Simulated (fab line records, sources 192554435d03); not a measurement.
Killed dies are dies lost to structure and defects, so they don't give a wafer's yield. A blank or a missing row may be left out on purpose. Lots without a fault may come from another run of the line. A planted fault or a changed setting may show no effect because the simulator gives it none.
A struck lot beside a sound one | flow n5_finfet | 26 steps out of a route of 1938
Sound: wafers L476.2, L476.3, L476.6. Struck: wafer L461.1. (L461.3 of the same lot was not struck and is left out.) The cause comes at the end.
At each step with rows: each side's tool, then ch and its chambers, then its first start. Under that, the readings that differ: sound wafers | struck wafers | difference of the means | sigmas: that difference in standard deviations of wafers without a fault.
alike: readings whose means differ by less than 2 such deviations, and words and numbers that are the same on both sides. not compared: withheld readings, readings that some wafer has no value for, bounds like >300 that may hide the same value, and numbers for which the record gives no deviation and whose values overlap.
The two part at a step that has a row with sigmas, a row that says differs or no value, or rows on one side only. Numbers that don't overlap but have no deviation are shown without sigmas and don't part them. A reading that every wafer of one side lacks parts them only if that side has two wafers or more.

first, 9 steps without rows for these wafers: N5_BEOL_M0_SAQP_EXPOSE_11 (exposes mask M0 CORE, target cd 42 nm); N5_BEOL_M0_SAQP_PEB_12 (peb time 60 s); N5_BEOL_M0_SAQP_DEVELOP_13 (develop time 30 s); N5_BEOL_M0_SAQP_DESCUM_19 (chemistry O2, time 7.9 s); N5_BEOL_M0_SAQP_ETCH_83 (etches SiARC in CF4, target depth 39 nm, time 65 s); N5_BEOL_M0_SAQP_ETCH_84 (etches SOC in N2/H2, target depth 100 nm, overetch 20 nm, time 150 s); N5_BEOL_M0_SAQP_STRIP_80 (strips in N2/H2); N5_BEOL_M0_SAQP_HM_OPEN_112 (chemistry CHF3/O2, target SiO2, stops on a-Si, target depth 12 nm, time 13.5 s); N5_BEOL_M0_SAQP_STRIP_113 (strips in CHF3/O2).
N5_BEOL_M0_SAQP_MANDREL_ETCH_20: etches a-Si in HBr/Cl2, stops on SiNx, target depth 60 nm, bt time 10 s, time 30 s.
  sound on rie_si-04 ch 0,1,2, day 10 03:41; struck on rie_si-06 ch 1, day 6 18:12
  reading                                         | sound          | struck | difference | sigmas
  model.SOC_of_BEOL_M0_SAQP_COAT_81.thk_nm (nm)   | 76.4 76.4 76.4 | 69.4   | -7.0       |
  model.SiNx_of_BEOL_M0_SAQP_PECVD_97.thk_nm (nm) | 17.8 17.8 18.4 | 14     | -4         |
  alike: HBr_flow_sccm, drypump_motor_current_A, he_backside_leak_sccm, oes_product_au, throttle_valve_pct
  not compared: rf_hours_counter_h
then, 12 steps without rows for these wafers: N5_BEOL_M0_SAQP_STRIP_86 (strips in N2/H2); N5_BEOL_M0_SAQP_STRIP_115 (strips in post etch residue remover, time 60 s); N5_BEOL_M0_SAQP_SRD_93 (time 30 s); N5_BEOL_M0_SAQP_RECESS_114 (chemistry HF/NH3, target SiO2, target depth 14.4 nm, afs cycles 3, sublimation time 60 s); N5_BEOL_M0_SAQP_SPACER1_ALD_98 (deposits SiO2, target thk 12.8 nm, pulse time 1 s, purge time 2 s); N5_BEOL_M0_SAQP_SPACER1_ETCHBACK_99 (etches SiO2 in CHF3/O2, target depth 15.4 nm, time 7.7 s); N5_BEOL_M0_SAQP_MANDREL1_REMOVE_100 (chemistry HBr/Cl2/O2, target a-Si, stops on SiNx, bt time 10 s); N5_BEOL_M0_SAQP_ETCH_101 (etches SiNx in CH3F/O2, target depth 29.9 nm, time 42.7 s); N5_BEOL_M0_SAQP_ETCH_102 (etches SiO2 in CF4, target depth 4 nm, time 4.4 s); N5_BEOL_M0_SAQP_MANDREL_ETCH_103 (etches a-Si in HBr/Cl2, stops on SiCN, target depth 45 nm, bt time 10 s, time 27 s); N5_BEOL_M0_SAQP_RECESS_104 (chemistry HF/NH3, target SiO2, target depth 18 nm, afs cycles 3, sublimation time 60 s); N5_BEOL_M0_SAQP_COAT_105 (time 60 s, resist thk 100 nm).
N5_BEOL_M0_SAQP_ETCH_106: etches SOC in N2/H2, stops on SiNx, target depth 150 nm.
  sound on rie_diel-02 ch 0,1, day 10 05:56; struck on rie_diel-04 ch 3, day 6 20:52
  reading                                         | sound             | struck | difference | sigmas
  rf_vpp_V (V)                                    | 243.1 241.8 243.1 | 238.3  | -4.4       | -4
  showerhead_plenum_p_Torr (Torr)                 | 2.72 2.51 2.72    | 2.40   | -0.25      | -3
  model.SiNx_of_BEOL_M0_SAQP_PECVD_97.thk_nm (nm) | 15 15 15.4        | 11.2   | -3.9       |
  alike: drypump_motor_current_A, oes_product_au, throttle_valve_pct
  not compared: rf_hours_counter_h
then, 1 step without rows for these wafers: N5_BEOL_M0_SAQP_ETCH_107 (etches SiNx in CH3F/O2, target depth 30 nm).
-- the record jumps here: 3 days lie between the struck wafers' starts before and after (it left off in module BEOL_M0_SAQP and takes up again in module BEOL_M4, whose first step shown is number 1111 of the route) --
N5_BEOL_M4_RC_MEAS_101:
  sound on prober-01 ch 0, day 13 11:55; struck on prober-01 ch 0, day 9 23:38
  reading       | sound       | struck | difference | sigmas
  ION_P (uA/um) | 449 447 449 | 465    | +17        | +2
  alike: DIBL_N, DIBL_P, IOFF_N, IOFF_P, ION_N, SS_N, SS_P, VT_N, VT_P
N5_PASSIVATION_PROBE_49:
  the record has rows for the sound wafers here (prober-02, day 17 18:21) and none for the struck ones

WHERE THEY PART
First at N5_BEOL_M0_SAQP_ETCH_106; last, within this record, at N5_PASSIVATION_PROBE_49.

WHY: what the simulator had put in
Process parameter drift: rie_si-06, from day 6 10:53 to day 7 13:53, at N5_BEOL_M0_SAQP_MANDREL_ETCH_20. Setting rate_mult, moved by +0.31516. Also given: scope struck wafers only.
